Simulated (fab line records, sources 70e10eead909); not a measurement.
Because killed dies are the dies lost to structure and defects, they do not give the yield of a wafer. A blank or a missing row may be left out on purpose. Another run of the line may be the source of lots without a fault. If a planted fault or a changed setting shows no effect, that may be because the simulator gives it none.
Which tool was responsible? -- flow nand harc -- 42 wafers from 14 lots sampled at 2 of the route's 1159 steps

WHAT THE GAUGES SHOWED, per wafer
NHARC_A_M1_THK_MEAS_24: measures by xrf. Usual: thk nm at 154.3 nm, with a standard deviation of 1.5.
lot,measured,on,thk nm (nm),flag
L677,day 18 21:28,film metro-02,155.9 154.6 153.8,
L679,day 19 03:49,film metro-02,155.1 154.3 154.2,
L676,day 19 07:20,film metro-01,153.9 152.3 150.8,
L678,day 19 19:40,film metro-01,154.1 154.3 155.5,
L687,day 20 20:31,film metro-01,155.0 155.8 154.1,
L688,day 20 23:43,film metro-02,158.6 156.0 155.1,
L690,day 21 21:14,film metro-01,151.8 154.3 154.9,
L692,day 22 04:41,film metro-01,154.9 154.9 153.7,
L694,day 22 07:45,film metro-01,153.5 155.7 153.9,
L689,day 22 08:26,film metro-01,155.8 153.7 155.4,
L691,day 22 12:13,film metro-01,153.6 153.1 156.4,
L693,day 22 14:08,film metro-01,151.0 153.7 153.6,
L697,day 22 20:05,film metro-02,152.5 154.0 155.0,
L695,day 22 21:32,film metro-02,150.4 153.5 155.2,

EACH LOT AND THE TOOL THAT RAN IT (in order: tool; ch and the chambers of the sampled wafers; start)
lot,NHARC_A_M1_PVD_21
L677,"pvd sputter-03, day 18 21:28 or earlier"
L679,"pvd sputter-03, day 19 03:49 or earlier"
L676,"pvd sputter-03, day 19 07:20 or earlier"
L678,"pvd sputter-02, day 19 19:40 or earlier"
L687,"pvd sputter-03, day 20 20:31 or earlier"
L688,"pvd sputter-03, day 20 23:43 or earlier"
L690,"pvd sputter-01, day 21 21:14 or earlier"
L692,"pvd sputter-03, day 22 04:41 or earlier"
L694,"pvd sputter-01, day 22 07:45 or earlier"
L689,"pvd sputter-03, day 22 08:26 or earlier"
L691,"pvd sputter-02, day 22 12:13 or earlier"
L693,"pvd sputter-03, day 22 14:08 or earlier"
L697,"pvd sputter-02, day 22 20:05 or earlier"
L695,"pvd sputter-03, day 22 21:32 or earlier"
- NHARC_A_M1_PVD_21: deposits Cu, target thk 30 nm, time 20.49 s.

AS READ BY THE TOOLS THEMSELVES (means over the sampled wafers that have a number; for cases with no such wafer, the mark the record gives instead)
NHARC_A_M1_PVD_21. Usual: throttle valve pct at 29.9 %, with a standard deviation of 1.
lot,tool,throttle valve pct (%),flag
L677,pvd sputter-03,29.6,
L679,pvd sputter-03,29.4,
L676,pvd sputter-03,30.3,
L678,pvd sputter-02,30.2,
L687,pvd sputter-03,29.7,
L688,pvd sputter-03,29.5,
L690,pvd sputter-01,29.1,
L692,pvd sputter-03,29.5,
L694,pvd sputter-01,29.9,
L689,pvd sputter-03,29.8,
L691,pvd sputter-02,30.0,
L693,pvd sputter-03,30.3,
L697,pvd sputter-02,30.4,
L695,pvd sputter-03,30.4,

THE ANSWER, worked out from the rows above alone
Rule: take the mean of a lot's wafers that have a number; if it is more than 3 standard deviations from the usual mean, the lot is off. Also off: a lot with no number at a reading for which 4 or more lots have one. All remaining lots with rows at the step are treated as sound. The gauges are gone through in route order, then the tools' own readings, and for those a lot's mean is taken as printed above. The first step at which some lot is off is used, and at that step the reading that is off furthest; a lot without a number counts as furthest.
Across all readings shown, no lot is off: no conclusion can be drawn from this.

WHAT WAS PUT IN BY THE SIMULATOR
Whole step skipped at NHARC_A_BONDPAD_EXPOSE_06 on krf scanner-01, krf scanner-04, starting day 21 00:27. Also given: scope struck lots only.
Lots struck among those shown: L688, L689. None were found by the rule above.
